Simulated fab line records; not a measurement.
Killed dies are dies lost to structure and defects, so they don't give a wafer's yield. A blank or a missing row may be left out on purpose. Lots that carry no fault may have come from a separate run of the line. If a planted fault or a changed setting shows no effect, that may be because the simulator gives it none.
Code-filled problem report in 8D (eight disciplines) form :: flow nand harc :: the parts of the form that need people (team, actions taken, sign-off) are left out

## 1. WHAT WENT WRONG
Wafers without a fault read 112.4 s, standard deviation 0.49; run length s at NHARC_P_M1_ETCH_15 reads a mean of 102.5 s on 2 wafers belonging to 2 lots. Relative to the usual mean, that is a shift of -20 standard deviations.
The step: etches the open film in C4F8/Ar, target depth 182.5 nm, time 91.2 s.
Seen first at day 9 19:06 on rie diel-11, wafer L724.1. The record holds 42 wafers of 14 lots with a number at this step. By rule, "out" or "out of limits" means more than 4 standard deviations away from the usual mean. Any other wafer with a number is counted as sound.

## 2. WHAT IT IS, AND WHAT IT ISN'T
question: which readings at this step
is: run length s
is not: rf vpp V

question: which lots
is: L724, L727
is not: L716, L717, L718, L728, L730, L732, L733, L734, L735, L736, L737, L738

question: which wafers of those lots
is: L724.1, L727.4
is not: L724.3, L724.5, L727.2, L727.5

question: read on which tools
is: rie diel-11
is not: rie diel-07, rie diel-12

question: when
is: from day 9 19:06
is not: up to then (11 sound wafers); but 29 sound wafers of L727, L728, L730, L732, L733, L734, L735, L736, L737, L738 came after

## 3. SUSPECTS, AND WHAT RULES EACH OUT
Counting: if a tool at a process step up to the reading ran every lot that is out, it stays a suspect. Sound lots after the first of them don't rule it out here, since some wafers of a struck lot are sound.
- rie diel-11 at NHARC_P_M1_ETCH_15 (etches the open film in C4F8/Ar, target depth 182.5 nm, time 91.2 s): kept. It ran every lot that is out, first L724 (day 9 19:06); its last sound lot up to then is L718 (day 7 13:50). On those wafers its own readings are out: run length s.
- At NHARC_P_M1_ETCH_15, inside rie diel-11: chamber 3 took the wafers that are out, while their sound lot-mates went through chambers 0, 1, 2.
Remaining after the count: rie diel-11 at NHARC_P_M1_ETCH_15.

## 4. THE CAUSE (what the simulator had put in)
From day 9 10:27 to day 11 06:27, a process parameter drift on rie diel-11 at NHARC_P_M1_ETCH_15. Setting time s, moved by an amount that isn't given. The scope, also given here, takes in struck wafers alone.
The count eliminated every tool but this one.

## 5. THE CHAIN OF EFFECTS, in route order
Rows list readings where the struck wafers' mean (over those with a number) sits beyond 3 standard deviations from the usual. Readings are gone through only where the record gives a usual standard deviation; hours: the median, over the lots, of the time from a lot's start at the first step in this table giving one to that lot's start at this step; sigmas: the change measured in usual standard deviations.
hours: 0
step: NHARC_P_M1_ETCH_15
reading: run length s
usual: 112.4 s
on struck wafers: 102.5
change: -10.0
sigmas: -20
Process steps it contains:
- NHARC_P_M1_ETCH_15: etches the open film in C4F8/Ar, target depth 182.5 nm, time 91.2 s.
Readings that are blank on the struck wafers while sound wafers have them: rf fwd power W at NHARC_P_M1_ETCH_15.

## 6. HOW IT WOULD HAVE BEEN CAUGHT EARLIER
In this record the first reading out of limits was taken at day 9 19:06, 9 hours after the fault began at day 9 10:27.
